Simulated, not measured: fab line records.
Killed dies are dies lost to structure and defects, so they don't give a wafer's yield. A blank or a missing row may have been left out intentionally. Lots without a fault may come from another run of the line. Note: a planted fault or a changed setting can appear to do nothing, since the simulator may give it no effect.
fab line records	flow n5_finfet
record lots=10	wafers=29	last_day=17
route steps=1938 shown BEOL_M14@1757 BEOL_M15@1773
lots with no fault: from the same line, run without faults
start_h: hours from the record's first day to the start of the lot's first wafer shown	wait_h: hours elapsed since this lot's preceding step	" same as the row above	L1.1+2: one row covering several wafers at once	- either no value or no given start	* or withheld: withheld	< > ~ a bound
route shown NAME@n: NAME is a module with steps in the file, n the number in the route of the first one	usual: mean and standard deviation over wafers with no fault	same: alike in all rows	chamber/n: place in a boat	sites: readings site by site	_std_site: the values' standard deviation	_edge_site: outer sites' mean less inner sites'	radius_mm: how far each site lies from the wafer's centre	mask NAME#n: copy n	behind: the most recent tool/chamber to have shaped the wafer	hold: why the lot was held/for how many hours/how that ended	device: names the non-switching transistor (n, p or np)	end of line: tests run on the same wafers once the route is complete	step lacking rows: just its recipe	killed: the dies lost at the first sort to structure and to defects; this is not the yield of the wafer	map: dies across one wafer; x = killed, . = not, _ = none there
set.NAME: the setting the step ran with; set.NAME@STEP: the setting that earlier step ran with	model.NAME: the simulator's own value behind a step, which no gauge read
a sample of lots followed through the steps of the route, with each step as a table and each wafer as a row
services: the hour from which a tool's chamber was out of use, counted from the record's first day as start_h (under 0 if before that day), plus the number of hours and why
## steps
# step N5_BEOL_M14_ETCH_38
# recipe chemistry=CF4/N2	target=SiCN	target_depth_a=1065	taper_deg=2	time_s=120.6	ion_energy_ev=150	mask_material=SiO2	pressure_mtorr=40	source_w=430	bias_w=70	Ar_flow_sccm=100	cf4_flow_sccm=60	n2_flow_sccm=60
# usual chamber_pressure_mTorr=40.00/0.038	drypump_motor_current_A=5.7/0.33	oes_product_au=0.80/0.11	rf_vpp_V=382.4/2.2	showerhead_plenum_p_Torr=2.21/0.083	throttle_valve_pct=15.43/0.24
lot.wafer	tool	chamber	start_h	wait_h	chamber_pressure_mTorr	drypump_motor_current_A	oes_product_au	rf_hours_counter_h	rf_vpp_V	showerhead_plenum_p_Torr	throttle_valve_pct
L892.1	rie_diel-02	0	-	-	39.94	5.6	0.65	249	381.0	2.18	15.54
L892.2	"	3	"	"	40.10	5.6	0.71	244	381.4	2.17	16.01
L892.3	"	2	"	"	39.94	5.4	1.00	3	379.3	2.17	15.02
L893.2	rie_diel-02	1	-	-	40.01	5.9	0.70	244	382.7	2.26	15.78
L893.3	"	0	"	"	40.00	5.6	0.66	249	381.3	2.18	15.54
L893.6	"	2	"	"	40.00	5.3	1.00	-	382.5	2.17	15.04
L895.2	rie_diel-03	3	-	-	39.96	5.9	0.80	91	384.5	2.31	15.37
L895.3	"	1	"	"	39.94	5.3	0.69	233	383.5	2.26	15.57
L895.6	"	1	"	"	40.02	5.3	0.68	-	383.5	2.26	15.56
L897.2	rie_diel-03	1	-	-	40.04	5.3	0.68	239	384.2	2.26	15.57
L897.3	"	2	"	"	40.04	6.1	0.93	5	380.1	2.18	14.99
L897.5	"	0	"	"	39.95	5.6	0.74	-	379.2	2.11	15.58
L899.2	rie_diel-06	3	-	-	40.00	5.2	0.70	215	379.1	2.09	15.31
L899.3	"	0	"	"	39.98	5.8	0.71	226	383.7	2.27	15.67
L899.6	"	2	"	"	39.99	6.3	0.88	-	384.4	2.35	15.33
L900.1	rie_diel-06	1	-	-	40.05	5.4	0.97	5	380.9	2.17	15.34
L900.2	"	3	"	"	39.96	5.2	0.69	226	377.9	2.09	15.33
L903.1	rie_diel-06	2	-	-	40.05	6.3	0.86	50	385.4	2.34	15.33
L903.4	"	1	"	"	40.03	5.5	0.96	7	382.6	2.17	15.34
L903.5	"	1	"	"	40.04	5.4	0.95	-	380.1	2.17	15.36
L905.3	rie_diel-02	1	-	-	40.02	5.9	0.98	6	383.2	2.25	15.28
L905.4	"	1	"	"	39.97	5.9	0.98	-	383.3	2.25	15.27
L905.5	"	0	"	"	39.96	5.6	0.90	-	380.0	2.17	15.11
L909.1	rie_diel-06	3	-	-	40.05	5.2	0.69	239	381.3	2.08	15.38
L909.2	"	0	"	"	40.02	5.8	0.68	250	382.8	2.26	15.70
L909.4	"	1	"	"	40.09	5.4	0.93	17	381.8	2.17	15.37
L912.1	rie_diel-02	1	-	-	39.97	5.9	0.94	21	383.4	2.25	15.30
L912.4	"	0	"	"	39.98	5.6	0.86	32	381.0	2.17	15.14
L912.6	"	2	"	"	40.07	5.4	0.90	-	379.3	2.16	15.14
# step N5_BEOL_M15_ILD_DEP_00
# recipe material=SiO2	target_thk_a=16293	temp_c=400	precursor=TEOS/O2	pressure_torr=6.5	rf_w=900	teos_flow_sccm=161.4	gas=O2	flow_sccm=2650	time_s=346.1
# usual heater_power_outer_w=273/72	heater_power_w=511/110	showerhead_plenum_p_Torr=8.35/0.03	throttle_valve_pct=18.8/0.96
lot.wafer	tool	chamber	start_h	wait_h	heater_power_outer_w	heater_power_w	showerhead_plenum_p_Torr	throttle_valve_pct
L892.1	pecvd-03	1	276.81	0.0	198	397	8.36	19.5
L892.2	"	2	"	"	264	482	8.35	17.6
L892.3	"	0	"	"	174	358	8.36	20.3
L893.2	pecvd-01	2	277.11	0.0	268	567	8.34	18.8
L893.3	"	0	"	"	324	555	8.31	19.6
L893.6	"	2	"	"	183	437	8.35	18.6
L895.2	pecvd-03	2	289.20	0.0	306	517	8.33	17.9
L895.3	"	1	"	"	242	458	8.36	19.0
L895.6	"	2	"	"	204	394	8.34	18.0
L897.2	pecvd-03	1	304.73	0.0	223	429	8.36	19.3
L897.3	"	0	"	"	187	359	8.35	20.2
L897.5	"	2	"	"	284	502	8.33	17.8
L899.2	pecvd-02	0	311.62	0.0	367	607	8.41	17.8
L899.3	"	1	"	"	326	600	8.31	19.5
L899.6	"	2	"	"	282	549	8.39	17.6
L900.1	pecvd-02	0	336.33	0.0	369	610	8.40	17.8
L900.2	"	2	"	"	422	728	8.40	17.6
L903.1	pecvd-01	2	338.80	0.0	257	548	8.37	18.8
L903.4	"	2	"	"	190	447	8.35	19.0
L903.5	"	0	"	"	379	616	8.32	19.8
L905.3	pecvd-02	2	347.18	0.0	362	675	8.41	17.7
L905.4	"	2	"	"	419	737	8.41	17.8
L905.5	"	0	"	"	262	476	8.41	18.0
L909.1	pecvd-01	0	368.99	0.0	353	614	8.31	19.6
L909.2	"	2	"	"	285	565	8.37	19.1
L909.4	"	2	"	"	179	447	8.34	18.9
L912.1	pecvd-03	0	389.15	0.0	167	332	8.37	20.1
L912.4	"	1	"	"	159	352	8.37	19.4
L912.6	"	0	"	"	215	370	8.35	20.1
# step N5_BEOL_M15_ETCH_59
# recipe chemistry=N2/H2	target=BARC	target_depth_a=890	overetch_a=267	time_s=67.9	ion_energy_ev=200	pressure_mtorr=30	source_w=840	bias_w=150	n2_flow_sccm=200	h2_flow_sccm=200
# usual chamber_pressure_mTorr=29.998/0.028	drypump_motor_current_A=5.8/0.38	oes_product_au=0.67/0.051	rf_vpp_V=524.6/2.7	run_length_s=91.0/0.36	showerhead_plenum_p_Torr=2.57/0.091	throttle_valve_pct=17.84/0.21
lot.wafer	tool	chamber	start_h	wait_h	chamber_pressure_mTorr	drypump_motor_current_A	oes_product_au	rf_hours_counter_h	rf_vpp_V	run_length_s	showerhead_plenum_p_Torr	throttle_valve_pct
L892.1	rie_diel-04	1	277.52	0.0	30.059	5.8	0.69	80	527.7	91.4	2.68	17.93
L892.2	"	2	"	"	30.003	5.6	0.74	35	528.0	90.8	2.69	17.42
L892.3	"	0	"	"	29.969	5.1	0.62	187	524.2	91.6	2.51	17.70
L893.2	rie_diel-04	1	278.52	0.0	29.996	5.9	0.69	81	526.6	91.0	2.68	17.93
L893.3	"	3	"	"	29.953	5.7	0.74	30	528.6	91.0	2.68	17.59
L893.6	"	0	"	"	30.025	5.1	0.62	-	523.2	91.0	2.51	17.70
L895.2	rie_diel-05	1	289.87	0.0	29.943	6.1	0.65	143	519.9	91.2	2.44	17.92
L895.3	"	2	"	"	30.048	5.3	0.65	141	524.9	91.1	2.57	18.20
L895.6	"	2	"	"	30.000	5.3	0.64	-	525.4	90.9	2.57	18.18
L897.2	rie_diel-04	1	305.56	0.0	30.007	5.8	0.69	89	528.7	91.7	2.68	17.94
L897.3	"	2	"	"	30.011	5.6	0.73	44	527.5	90.8	2.69	17.44
L897.5	"	0	"	"	30.039	5.1	0.62	-	522.6	91.1	2.50	17.71
L899.2	rie_diel-04	1	312.30	0.0	29.987	5.8	0.69	90	526.5	91.0	2.68	17.93
L899.3	"	2	"	"	29.992	5.6	0.86	46	528.2	78.6	2.69	17.48
L899.6	"	2	"	"	29.993	5.6	0.72	-	527.3	91.0	2.69	17.43
L900.1	rie_diel-04	3	337.01	0.0	30.013	5.7	0.85	46	526.9	78.8	2.68	17.66
L900.2	"	2	"	"	29.971	5.6	0.71	54	527.5	90.9	2.68	17.44
L903.1	rie_diel-04	2	339.48	0.0	30.003	5.5	0.85	55	528.0	78.9	2.68	17.49
L903.4	"	1	"	"	30.001	5.9	0.68	99	528.7	91.1	2.67	17.95
L903.5	"	2	"	"	29.993	5.6	0.72	-	528.6	90.8	2.68	17.47
L905.3	rie_diel-05	2	347.85	0.0	30.003	5.3	0.64	160	523.6	90.9	2.56	18.21
L905.4	"	0	"	"	30.011	5.9	0.72	64	525.9	90.9	2.58	17.95
L905.5	"	1	"	"	30.053	6.2	0.64	-	520.9	90.6	2.43	17.95
L909.1	rie_diel-05	1	369.79	0.0	29.997	6.1	0.64	168	520.7	91.0	2.43	17.96
L909.2	"	2	"	"	29.977	5.3	0.63	167	523.2	91.3	2.55	18.24
L909.4	"	3	"	"	30.029	6.2	0.78	20	523.8	90.9	2.60	17.59
L912.1	rie_diel-05	3	389.98	0.0	29.992	6.2	0.77	27	525.4	90.5	2.59	17.60
L912.4	"	2	"	"	30.027	5.3	0.62	174	524.2	90.9	2.55	18.26
L912.6	"	1	"	"	29.951	6.1	0.63	-	521.5	90.9	2.42	17.97
# step N5_BEOL_M15_CD_MEAS_17
# recipe target_cd_nm=360	polarity=opening
# usual cd_nm=361.7/2.3
lot.wafer	tool	chamber	start_h	wait_h	cd_nm
L892.1	cd_sem-01	-	277.99	0.0	362.1
L892.2	"	-	"	"	361.2
L892.3	"	-	"	"	363.9
L893.2	cd_sem-01	-	278.99	0.0	362.5
L893.3	"	-	"	"	362.1
L893.6	"	-	"	"	360.4
L895.2	cd_sem-03	-	290.37	0.0	366.5
L895.3	"	-	"	"	363.5
L895.6	"	-	"	"	364.0
L897.2	cd_sem-03	-	306.03	0.0	357.1
L897.3	"	-	"	"	358.8
L897.5	"	-	"	"	359.5
L899.2	cd_sem-03	-	312.76	0.0	359.7
L899.3	"	-	"	"	359.3
L899.6	"	-	"	"	358.5
L900.1	cd_sem-02	-	337.47	0.0	360.1
L900.2	"	-	"	"	359.7
L903.1	cd_sem-03	-	339.94	0.0	360.6
L903.4	"	-	"	"	360.8
L903.5	"	-	"	"	361.2
L905.3	cd_sem-01	-	348.32	0.0	363.0
L905.4	"	-	"	"	361.8
L905.5	"	-	"	"	364.1
L909.1	cd_sem-01	-	370.25	0.0	363.4
L909.2	"	-	"	"	364.1
L909.4	"	-	"	"	364.7
L912.1	cd_sem-01	-	390.44	0.0	361.2
L912.4	"	-	"	"	362.4
L912.6	"	-	"	"	362.3
## services
tool	chamber	start_h	hours	kind
rie_diel-04	2	252.40	19.3	repair
rie_diel-05	3	276.30	-	clean
rie_diel-05	3	276.30	-	consumable_replace:focus_ring
rie_diel-05	3	276.30	31.9	scheduled_down
rie_diel-05	3	276.30	31.9	vent_cycle
rie_diel-06	2	279.68	6.7	repair
pecvd-01	1	285.45	3.6	repair
pecvd-03	-	288.28	0.2	repair
rie_diel-02	0	290.62	-	clean
rie_diel-02	0	290.62	-	consumable_replace:focus_ring
rie_diel-02	0	290.62	26.0	scheduled_down
rie_diel-02	0	290.62	26.0	vent_cycle
pecvd-03	-	308.06	5.5	pm
pecvd-02	-	314.19	0.9	repair
rie_diel-02	1	316.83	-	clean
rie_diel-02	1	316.83	-	consumable_replace:focus_ring
rie_diel-02	1	316.83	16.5	scheduled_down
rie_diel-02	1	316.83	16.5	vent_cycle
pecvd-03	0	320.82	12.4	repair
rie_diel-02	3	333.67	-	clean
rie_diel-04	0	346.38	11.2	repair
rie_diel-03	-	355.55	2.2	repair
rie_diel-04	3	371.15	9.9	repair
pecvd-03	-	384.50	1.3	repair
## key
first_sign step=N5_BEOL_M15_ETCH_59	reading=run_length_s	direction=down	sigmas=34	usual=*	struck=*
effect step=N5_BEOL_M15_ETCH_59	reading=oes_product_au	direction=up	sigmas=3.5	usual=0.67	struck=0.85
met_at N5_BEOL_M15_ETCH_59
struck_lots L899,L900,L903
struck_wafers L899.3,L900.1,L903.1
not_acting_at N5_BEOL_M14_ETCH_38,N5_BEOL_M15_ILD_DEP_00,N5_BEOL_M15_CD_MEAS_17
onset_between 305.56 312.30
fault kind=process_parameter_drift	tool=rie_diel-04	chamber=-	onset_h=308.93	steps=N5_BEOL_M15_ETCH_59	channel=time_s	offset=*	shape=step	end_h=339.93	scope=struck_wafers_only	acts_in=*	stated=*
